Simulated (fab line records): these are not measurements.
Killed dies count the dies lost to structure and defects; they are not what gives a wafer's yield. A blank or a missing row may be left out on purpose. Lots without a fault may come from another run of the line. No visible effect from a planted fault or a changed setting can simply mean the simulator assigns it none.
fab line records ; flow nandHarc
record: lots: 12; wafers: 36; lastDay: 26
route steps=1159 shown A_STAIRCASE@615 END@1159
lots untouched by any fault: they come from a run of this same line in which no faults occurred
startH: the number of hours between the record's first day and the start of the first shown wafer of the lot ; waitH: hours since the lot's step before ; " identical to the entry in the row above ; L1.1+2: several wafers, shown together as one row ; - no value present, or no start provided ; * or withheld: withheld ; < > ~ a bound
route shown NAME@n: a module of which the file shows steps, and the number in the route of the first ; usual: the fault-free wafers' mean and standard deviation ; same: alike in all rows ; chamber/n: place in a boat ; sites: each site's reading ; _std_site: standard deviation of those values ; _edge_site: the outer-site mean with the inner-site mean subtracted ; radiusMm: for every site, how far away it sits from the centre of the wafer ; mask NAME#n: copy n ; behind: the most recent tool/chamber to have shaped the wafer ; hold: reason for holding the lot/hours on hold/outcome of the hold ; device: names the non-switching transistor (n, p or np) ; end of line: the route-end tests of the same wafers ; where a step has no rows: the recipe by itself ; killed: dies lost to structure and defects at the first sort, not the wafer's yield ; map: dies across one wafer; x = killed, . = not, _ = none there
set.NAME: the run value of the setting; set.NAME@STEP: its run value at that earlier step ; model.NAME: the simulator's own value behind a step, which no gauge read
a sample of lots followed through the steps of the route, with each step as a table and each wafer as a row
services: a tool's chamber out of use, with start hour (startH, from the record's first day; less than 0 if before it), hours out, and reason
== steps ==
step: NHARC_A_STAIRCASE_ETCH_221
recipe: targetDepthA: 1000; timeS: 40.5; ionEnergyEv: 400; c4f8FlowSccm: 20; o2FlowSccm: 10; arFlowSccm: withheld; rfW: 600; biasW: 1000; chemistry: C4F8/O2
usual: biasW: 1000.0/2.8; chamberPressureMTorr: 24.999/0.02; oesProductAu: 0.936/0.015; rfVppV: 897/4.9
lot.wafer;tool;chamber;startH;waitH;biasW;chamberPressureMTorr;oesProductAu;rfHoursCounterH;rfVppV
L842.1;rieDiel-07;3;268.24;-;1001.4;24.958;0.942;9;905
L842.3;rieDiel-07;1;268.24;-;996.4;25.009;0.941;9;892
L842.5;rieDiel-07;3;268.24;-;999.7;25.003;0.947;-;904
L845.4;rieDiel-11;1;298.20;-;-;-;-;-;-
L845.5;rieDiel-11;2;298.20;-;-;-;-;-;-
L845.6;rieDiel-11;3;298.20;-;-;-;-;-;-
L848.3;rieDiel-07;2;308.33;-;-;-;-;-;-
L848.1;rieDiel-07;1;308.33;-;-;-;-;-;-
L848.6;rieDiel-07;3;308.33;-;-;-;-;-;-
L853.2;rieDiel-11;0;332.12;-;999.8;24.998;0.954;53;896
L853.1;rieDiel-11;2;332.12;-;999.6;24.986;0.956;53;888
L853.5;rieDiel-11;0;332.12;-;997.8;25.011;0.954;-;898
L852.1;rieDiel-12;0;332.46;-;998.8;25.015;0.934;47;896
L852.2;rieDiel-12;3;332.46;-;994.3;24.996;0.939;42;900
L852.6;rieDiel-12;0;332.46;-;1001.8;25.042;0.938;-;893
L854.1;rieDiel-07;1;339.26;-;1003.2;25.013;0.924;39;892
L854.3;rieDiel-07;2;339.26;-;993.7;24.970;0.931;35;903
L854.6;rieDiel-07;0;339.26;-;1000.4;25.024;0.914;-;892
L855.3;rieDiel-11;0;345.89;-;997.0;25.012;0.923;56;897
L855.5;rieDiel-11;1;345.89;-;999.2;24.985;0.925;-;901
L855.4;rieDiel-11;2;345.89;-;1006.9;24.970;0.931;-;885
L858.4;rieDiel-11;0;353.22;-;996.8;25.013;0.961;59;896
L858.1;rieDiel-11;1;353.22;-;993.6;24.989;0.941;59;901
L858.6;rieDiel-11;0;353.22;-;997.4;25.031;0.954;-;897
L859.4;rieDiel-12;3;364.96;-;998.7;24.970;0.918;51;898
L859.2;rieDiel-12;0;364.96;-;1002.7;25.025;0.936;56;894
L859.1;rieDiel-12;2;364.96;-;999.4;25.019;0.905;49;902
L857.4;rieDiel-12;0;369.57;-;1003.9;25.011;0.942;60;895
L857.6;rieDiel-12;2;369.57;-;1001.4;24.983;0.922;-;902
L857.5;rieDiel-12;3;369.57;-;999.8;24.988;0.937;-;900
L860.3;rieDiel-11;2;378.25;-;1000.7;24.964;0.927;1;905
L860.6;rieDiel-11;1;378.25;-;1001.2;24.952;0.911;-;901
L860.5;rieDiel-11;2;378.25;-;999.2;25.017;0.932;-;906
L861.1;rieDiel-07;0;398.44;-;998.0;25.033;0.923;64;891
L861.2;rieDiel-07;1;398.44;-;1000.5;24.997;0.945;64;891
L861.6;rieDiel-07;1;398.44;-;1001.6;25.015;0.932;-;891
step: NHARC_A_STAIRCASE_ETCH_223
recipe: targetDepthA: 1000; timeS: 40.5; ionEnergyEv: 400; c4f8FlowSccm: 20; o2FlowSccm: 10; arFlowSccm: withheld; rfW: 600; biasW: 1000; chemistry: C4F8/O2
usual: biasW: 999.7/3; chamberPressureMTorr: 24.999/0.02; oesProductAu: 0.943/0.012; rfVppV: 897/5
lot.wafer;tool;chamber;startH;waitH;biasW;chamberPressureMTorr;oesProductAu;rfHoursCounterH;rfVppV
L842.1;rieDiel-07;1;-;-;998.7;24.997;0.950;9;892
L842.3;rieDiel-07;2;-;-;998.0;25.016;0.958;9;902
L842.5;rieDiel-07;1;-;-;994.4;25.023;0.952;-;893
L845.4;rieDiel-11;2;-;-;998.3;25.024;0.941;37;887
L845.5;rieDiel-11;0;-;-;999.0;25.012;0.928;-;897
L845.6;rieDiel-11;1;-;-;998.2;24.990;0.933;-;901
L848.1;rieDiel-07;0;-;-;1001.1;24.978;0.934;25;890
L848.3;rieDiel-07;2;-;-;1000.1;24.990;0.957;24;902
L848.6;rieDiel-07;0;-;-;997.9;24.994;0.927;-;893
L853.2;rieDiel-11;3;-;-;997.7;24.973;0.958;49;900
L853.1;rieDiel-11;1;-;-;1001.3;25.013;0.925;53;902
L853.5;rieDiel-11;0;-;-;1003.2;24.980;0.939;-;898
L852.1;rieDiel-12;3;-;-;1002.5;25.003;0.937;43;899
L852.2;rieDiel-12;1;-;-;996.9;25.003;0.947;45;899
L852.6;rieDiel-12;3;-;-;998.7;24.999;0.936;-;898
L854.1;rieDiel-07;1;-;-;1001.3;25.013;0.931;39;892
L854.3;rieDiel-07;2;-;-;1000.8;24.984;0.945;35;901
L854.6;rieDiel-07;0;-;-;1003.4;25.028;0.935;-;892
L855.3;rieDiel-11;1;-;-;997.3;25.024;0.932;57;903
L855.4;rieDiel-11;0;-;-;1004.4;25.012;0.928;-;896
L855.5;rieDiel-11;2;-;-;1001.8;24.985;0.951;-;886
L858.1;rieDiel-11;3;-;-;1000.0;25.003;0.938;52;898
L858.4;rieDiel-11;0;-;-;998.3;24.994;0.940;59;896
L858.6;rieDiel-11;2;-;-;997.8;24.983;0.963;-;886
L859.4;rieDiel-12;3;-;-;993.2;25.002;0.939;51;898
L859.1;rieDiel-12;0;-;-;997.4;25.029;0.958;57;894
L859.2;rieDiel-12;2;-;-;1000.7;24.999;0.928;50;902
L857.4;rieDiel-12;1;-;-;1003.1;24.980;0.943;57;900
L857.5;rieDiel-12;3;-;-;998.8;25.013;0.936;-;899
L857.6;rieDiel-12;0;-;-;1001.3;24.997;0.950;-;895
L860.3;rieDiel-11;3;-;-;1003.4;24.975;0.969;2;897
L860.6;rieDiel-11;1;-;-;1001.0;25.058;0.944;-;899
L860.5;rieDiel-11;2;-;-;999.9;25.043;0.959;-;904
L861.1;rieDiel-07;1;-;-;998.2;25.002;0.953;64;892
L861.2;rieDiel-07;2;-;-;1003.1;24.973;0.955;59;900
L861.6;rieDiel-07;2;-;-;1005.1;24.997;0.959;-;901
step: NHARC_A_STAIRCASE_ETCH_225
recipe: targetDepthA: 1000; timeS: 40.5; ionEnergyEv: 400; c4f8FlowSccm: 20; o2FlowSccm: 10; arFlowSccm: withheld; rfW: 600; biasW: 1000; chemistry: C4F8/O2
usual: biasW: 1000/3; chamberPressureMTorr: 24.999/0.024; oesProductAu: 0.942/0.012; rfVppV: 898/5.2
lot.wafer;tool;chamber;startH;waitH;biasW;chamberPressureMTorr;oesProductAu;rfHoursCounterH;rfVppV
L842.1;rieDiel-07;0;-;-;1002;25.019;0.939;9;894
L842.3;rieDiel-07;1;-;-;1000;25.005;0.942;9;893
L842.5;rieDiel-07;0;-;-;1001;25.022;0.939;-;891
L845.4;rieDiel-11;0;-;-;999;24.984;0.948;37;899
L845.6;rieDiel-11;2;-;-;997;24.996;0.951;-;887
L845.5;rieDiel-11;3;-;-;1000;25.038;0.943;-;899
L848.3;rieDiel-07;2;-;-;1003;25.015;0.930;24;901
L848.1;rieDiel-07;3;-;-;996;25.034;0.939;24;903
L848.6;rieDiel-07;2;-;-;1001;25.046;0.939;-;902
L853.2;rieDiel-11;3;-;-;997;24.993;0.957;49;899
L853.1;rieDiel-11;0;-;-;996;24.986;0.938;53;896
L853.5;rieDiel-11;0;-;-;997;24.995;0.943;-;896
L852.1;rieDiel-12;3;-;-;1001;25.024;0.950;43;898
L852.2;rieDiel-12;2;-;-;1002;24.977;0.935;41;903
L852.6;rieDiel-12;0;-;-;1004;25.022;0.949;-;895
L854.3;rieDiel-07;0;-;-;1000;24.985;0.947;40;892
L854.1;rieDiel-07;2;-;-;993;24.989;0.953;35;899
L854.6;rieDiel-07;3;-;-;1001;25.029;0.940;-;904
L855.3;rieDiel-11;0;-;-;1001;25.031;0.940;57;896
L855.4;rieDiel-11;1;-;-;1002;24.988;0.921;-;901
L855.5;rieDiel-11;0;-;-;1001;24.977;0.938;-;897
L858.1;rieDiel-11;1;-;-;1000;24.946;0.929;59;902
L858.6;rieDiel-11;1;-;-;998;24.989;0.924;-;900
L858.4;rieDiel-11;2;-;-;999;25.007;0.971;-;887
L859.2;rieDiel-12;3;-;-;1002;25.023;0.936;52;897
L859.4;rieDiel-12;0;-;-;998;24.973;0.951;57;897
L859.1;rieDiel-12;1;-;-;1000;25.015;0.928;55;898
L857.4;rieDiel-12;1;-;-;1000;24.977;0.947;57;899
L857.5;rieDiel-12;3;-;-;999;24.975;0.940;-;900
L857.6;rieDiel-12;0;-;-;999;25.026;0.964;-;895
L860.3;rieDiel-11;0;-;-;1000;24.990;0.948;3;897
L860.5;rieDiel-11;2;-;-;1004;24.971;0.941;-;906
L860.6;rieDiel-11;3;-;-;1002;25.004;0.961;-;896
L861.1;rieDiel-07;0;-;-;999;24.997;0.948;64;891
L861.2;rieDiel-07;1;-;-;1004;24.982;0.937;65;891
L861.6;rieDiel-07;0;-;-;1000;24.998;0.933;-;890
step: NHARC_A_STAIRCASE_TRIM_229
recipe: timeS: 211.2; o2FlowSccm: 500; arFlowSccm: 0; biasW: 0; chemistry: O2
usual: drypumpMotorCurrentA: 5.9/0.48; oesProductAu: 1.003/0.01; rfVppV: 57.9/0.86; showerheadPlenumPTorr: 3.58/0.13; throttleValvePct: 17.038/0.0094
lot.wafer;tool;chamber;startH;waitH;drypumpMotorCurrentA;oesProductAu;rfHoursCounterH;rfVppV;showerheadPlenumPTorr;throttleValvePct
L842.3;rieDiel-07;3;269.13;0.1;5.6;0.999;9;57.3;3.77;17.033
L842.1;rieDiel-07;1;269.13;0.1;4.7;1.007;10;57.0;3.44;17.022
L842.5;rieDiel-07;3;269.13;0.1;5.6;1.006;-;58.1;3.77;17.055
L845.4;rieDiel-07;2;299.05;0.1;5.9;1.005;21;57.5;3.69;17.036
L845.6;rieDiel-07;2;299.05;0.1;6.0;0.999;-;57.3;3.69;17.030
L845.5;rieDiel-07;3;299.05;0.1;5.5;0.998;-;59.3;3.76;17.036
L848.3;rieDiel-11;1;310.79;1.6;5.5;0.991;42;58.3;3.68;17.035
L848.1;rieDiel-11;3;310.79;1.6;6.6;1.001;38;58.4;3.61;17.030
L848.6;rieDiel-11;1;310.79;1.6;5.5;0.986;-;58.3;3.68;17.040
L853.1;rieDiel-11;1;333.50;0.1;5.5;0.991;54;57.1;3.67;17.038
L853.2;rieDiel-11;2;333.50;0.1;5.5;1.014;54;57.3;3.28;17.032
L853.5;rieDiel-11;3;333.50;0.1;6.6;0.997;-;57.5;3.60;17.037
L852.2;rieDiel-12;3;333.94;0.1;6.0;0.995;43;58.5;3.61;17.030
L852.1;rieDiel-12;2;333.94;0.1;6.2;0.995;41;58.1;3.70;17.029
L852.6;rieDiel-12;0;333.94;0.1;5.7;1.002;-;56.6;3.49;17.058
L854.3;rieDiel-11;2;340.15;0.1;5.5;1.022;56;57.9;3.28;17.037
L854.1;rieDiel-11;3;340.15;0.1;6.6;1.015;51;57.8;3.60;17.028
L854.6;rieDiel-11;1;340.15;0.1;5.5;1.001;-;58.5;3.67;17.032
L855.3;rieDiel-12;2;347.48;0.1;6.2;0.979;44;57.2;3.69;17.039
L855.4;rieDiel-12;1;347.48;0.1;5.9;0.994;49;57.1;3.62;17.028
L855.5;rieDiel-12;2;347.48;0.1;6.3;0.988;-;58.0;3.69;17.031
L858.1;rieDiel-07;2;354.13;0.1;6.0;1.010;38;58.1;3.68;17.034
L858.4;rieDiel-07;0;354.13;0.1;6.7;0.999;43;55.3;3.40;17.022
L858.6;rieDiel-07;2;354.13;0.1;6.0;1.010;-;58.0;3.68;17.051
L859.1;rieDiel-07;2;366.04;0.1;6.0;1.011;43;58.7;3.67;17.041
L859.4;rieDiel-07;3;366.04;0.1;5.5;1.004;43;58.8;3.75;17.053
L859.2;rieDiel-07;0;366.04;0.1;6.7;1.004;48;57.9;3.39;17.064
L857.4;rieDiel-07;1;370.57;0.1;4.7;1.007;52;57.9;3.42;17.039
L857.5;rieDiel-07;0;370.57;0.1;6.7;1.004;-;57.3;3.39;17.032
L857.6;rieDiel-07;1;370.57;0.1;4.7;1.002;-;57.6;3.42;17.047
L860.3;rieDiel-11;0;379.48;0.1;5.8;1.008;3;57.3;3.55;17.036
L860.5;rieDiel-11;0;379.48;0.1;5.8;1.010;-;57.4;3.55;17.037
L860.6;rieDiel-11;1;379.48;0.1;5.5;0.980;-;57.1;3.66;17.042
L861.2;rieDiel-07;2;399.54;0.1;5.9;1.007;59;58.1;3.66;17.037
L861.1;rieDiel-07;0;399.54;0.1;6.7;0.998;64;58.0;3.39;17.056
L861.6;rieDiel-07;0;399.54;0.1;6.7;1.004;-;57.0;3.39;17.037
step: NHARC_END_SORT_01
recipe: tempC: 25
usual: killedAtArray: 27/12; killedAtOther: 0.9/1.1; killedAtPeriphery: 3.2/2.4; killedDies: 31/12; killedOpen: 3.3/1.7; killedShort: 2.0/1.6
same: grossDies: 677
lot.wafer;tool;chamber;startH;waitH;killedAtArray;killedAtOther;killedAtPeriphery;killedDies;killedOpen;killedShort
L845.4;prober-01;0;566.06;3.4;673;1;3;677;1;1
L845.5;prober-01;0;566.85;3.7;670;0;7;677;4;0
L845.6;prober-01;0;567.64;4.0;676;0;1;677;7;0
L848.1;prober-02;0;571.25;2.5;671;1;5;677;6;6
L848.3;prober-02;0;572.85;3.1;674;1;2;677;1;1
L848.6;prober-02;0;575.24;4.0;664;4;9;677;7;3
killed by level:class
L845.4 A_STAIRCASE:areaEtch=649 A_SLIT:chamberFilmFlake=13 A_CHANNEL_HOLE_D1:chamberFilmFlake=4 P_M1:chamberFilmFlake=2 A_CONTACT:chamberFilmFlake=2 A_CONTACT:geometricParticle:open=1 A_CONTACT:geometricParticle:short=1 P_CONTACT:chamberFilmFlake=1
L845.5 A_STAIRCASE:areaEtch=639 A_SLIT:chamberFilmFlake=15 A_CONTACT:chamberFilmFlake=6 P_M1:chamberFilmFlake=4 A_STAIRCASE:chamberFilmFlake=3 P_M1:geometricParticle:open=2 A_WL_FILL:chamberFilmFlake=2 A_BONDPAD:chamberFilmFlake=2
L845.6 A_STAIRCASE:areaEtch=639 A_SLIT:chamberFilmFlake=14 A_CONTACT:geometricParticle:open=5 A_CHANNEL_HOLE_D1:chamberFilmFlake=4 A_STAIRCASE:chamberFilmFlake=4 A_CONTACT:chamberFilmFlake=4 A_ZERO_WELL:chamberFilmFlake=2 A_ONON_D1:geometricParticle:open=1
L848.1 A_STAIRCASE:areaEtch=620 A_CHANNEL_HOLE_D1:chamberFilmFlake=18 A_SLIT:chamberFilmFlake=16 P_ZERO_WELL:chamberFilmFlake=3 A_WL_FILL:chamberFilmFlake=3 P_CONTACT:geometricParticle:open=2 A_ONON_D1:geometricParticle:short=2 A_WL_FILL:geometricParticle:short=2
L848.3 A_STAIRCASE:areaEtch=639 A_CHANNEL_HOLE_D1:chamberFilmFlake=19 A_SLIT:chamberFilmFlake=10 A_CONTACT:chamberFilmFlake=5 P_GATE:geometricParticle:open=1 A_CHANNEL_FILL_D1:geometricParticle:short=1 P_ZERO_WELL:chamberFilmFlake=1 HYBRID_BOND:chamberFilmFlake=1
L848.6 A_STAIRCASE:areaEtch=623 A_CHANNEL_HOLE_D1:chamberFilmFlake=14 A_SLIT:chamberFilmFlake=12 P_ZERO_WELL:chamberFilmFlake=8 A_CONTACT:chamberFilmFlake=4 THIN_TSV:chamberFilmFlake=4 A_SGD_CUT:geometricParticle:open=2 A_WL_FILL:geometricParticle:open=2
== services ==
tool;chamber;startH;hours;kind
rieDiel-11;0;247.59;-;clean
rieDiel-11;1;247.59;-;clean
rieDiel-11;2;247.59;-;clean
rieDiel-11;3;247.59;-;clean
rieDiel-12;3;258.47;5.0;repair
rieDiel-11;0;272.09;-;clean
rieDiel-11;1;272.09;-;clean
rieDiel-11;2;272.09;-;clean
rieDiel-11;3;272.09;-;clean
rieDiel-11;0;296.68;-;clean
rieDiel-11;1;296.68;-;clean
rieDiel-11;2;296.68;-;clean
rieDiel-11;3;296.68;-;clean
rieDiel-11;0;321.21;-;clean
rieDiel-11;1;321.21;-;clean
rieDiel-11;2;321.21;-;clean
rieDiel-11;3;321.21;-;clean
rieDiel-11;0;345.71;-;clean
rieDiel-11;1;345.71;-;clean
rieDiel-11;2;345.71;-;clean
rieDiel-11;0;353.65;4.1;repair
rieDiel-11;-;366.67;9.0;pm
rieDiel-07;3;371.03;30.2;repair
rieDiel-12;-;379.45;9.0;pm
== key ==
firstSign: step: NHARC_A_STAIRCASE_ETCH_221; reading: toolRecord; direction: missing
effect: step: NHARC_END_SORT_01; reading: killedDies; direction: up; sigmas: 56; usual: 31; struck: 677
moreKillsBornAt: NHARC_A_STAIRCASE_ETCH_221@rieDiel-11: 1928; NHARC_A_STAIRCASE_ETCH_221@rieDiel-07: 1882
metAt NHARC_A_STAIRCASE_ETCH_221
struckLots L845,L848
laterRowsLeftOut L845.4,L845.5,L845.6,L848.1,L848.3,L848.6
testerLeftOut L845,L848
notActingAt NHARC_A_STAIRCASE_ETCH_223,NHARC_A_STAIRCASE_ETCH_225,NHARC_A_STAIRCASE_TRIM_229
onsetBetween 268.24 298.20
fault: kind: skippedStepWhole; tool: rieDiel-07,rieDiel-11; chamber: -; onsetH: 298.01; steps: NHARC_A_STAIRCASE_ETCH_221; scope: struckLotsOnly
testerLeftOut: of these lots the tester's yield and bins aren't shown, on N5 and GAA mostly nor the transistor test; their killed dies are dies lost to structure and defects alone, not to doping, threshold or leakage, so they don't give the yield
laterRowsLeftOut: the simulator's readings of these wafers behind a module that went badly wrong aren't trusted and aren't shown, but for the sort
